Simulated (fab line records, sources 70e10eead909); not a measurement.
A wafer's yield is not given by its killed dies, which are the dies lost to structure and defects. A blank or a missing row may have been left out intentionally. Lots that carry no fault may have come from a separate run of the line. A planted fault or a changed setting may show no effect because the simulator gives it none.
Chamber matching    flow nand-harc    cmp-03 running NHARC_P_CONTACT_CMP_01: 4 sister chambers
The step polishes SiO2, target thk 200 nm. 4 wafers are shown with their chamber, then 11 later ones without.

## WAFERS WITH THEIR CHAMBER
wafer   chamber  motor-current-A (A)
L085.6  1        12.2
L086.5  2        11.8
L086.6  3        12.4
L087.1  0        13.2

## WAFERS WHOSE CHAMBER IS MISSING
wafer   motor-current-A (A)
L087.5  11.7
L087.6  12.5
L088.3  12.8
L088.5  11.8
L088.6  12.7
L089.1  12.7
L089.3  11.5
L089.5  12.9
L091.1  12.9
L091.3  12.6
L091.5  11.3

## WHICH CHAMBER EACH WENT THROUGH
wafer   from the rows above           in truth
L087.5  can't be placed: 2 or 1       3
L087.6  can't be placed: 3 or 1       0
L088.3  can't be placed: 0 or 3 or 1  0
L088.5  can't be placed: 2 or 1       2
L088.6  can't be placed: 3 or 0 or 1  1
L089.1  can't be placed: 3 or 0 or 1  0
L089.3  can't be placed: 2 or 1       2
L089.5  can't be placed: 0 or 3 or 1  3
L091.1  can't be placed: 0 or 3 or 1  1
L091.3  can't be placed: 3 or 1 or 0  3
L091.5  can't be placed: 2 or 1       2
Correctly placed: 0 of 11. Cannot be placed on the basis of these rows: 11; the candidates contain the true chamber in 9. Wrongly placed: 0.
How it was worked out, from the rows above alone: a wafer's distance from a chamber is the root of the sum, over the readings, of the square of ((its reading less the chamber's mean) divided by the reading's scatter). The wafer belongs to the nearest chamber; if the next one is less than 2 further off, it can't be placed. A chamber's mean is the mean of its shown wafers. The scatter (one wafer shown for each chamber): square how far every hidden wafer sits from the nearest shown wafer, average those squares and take the square root.
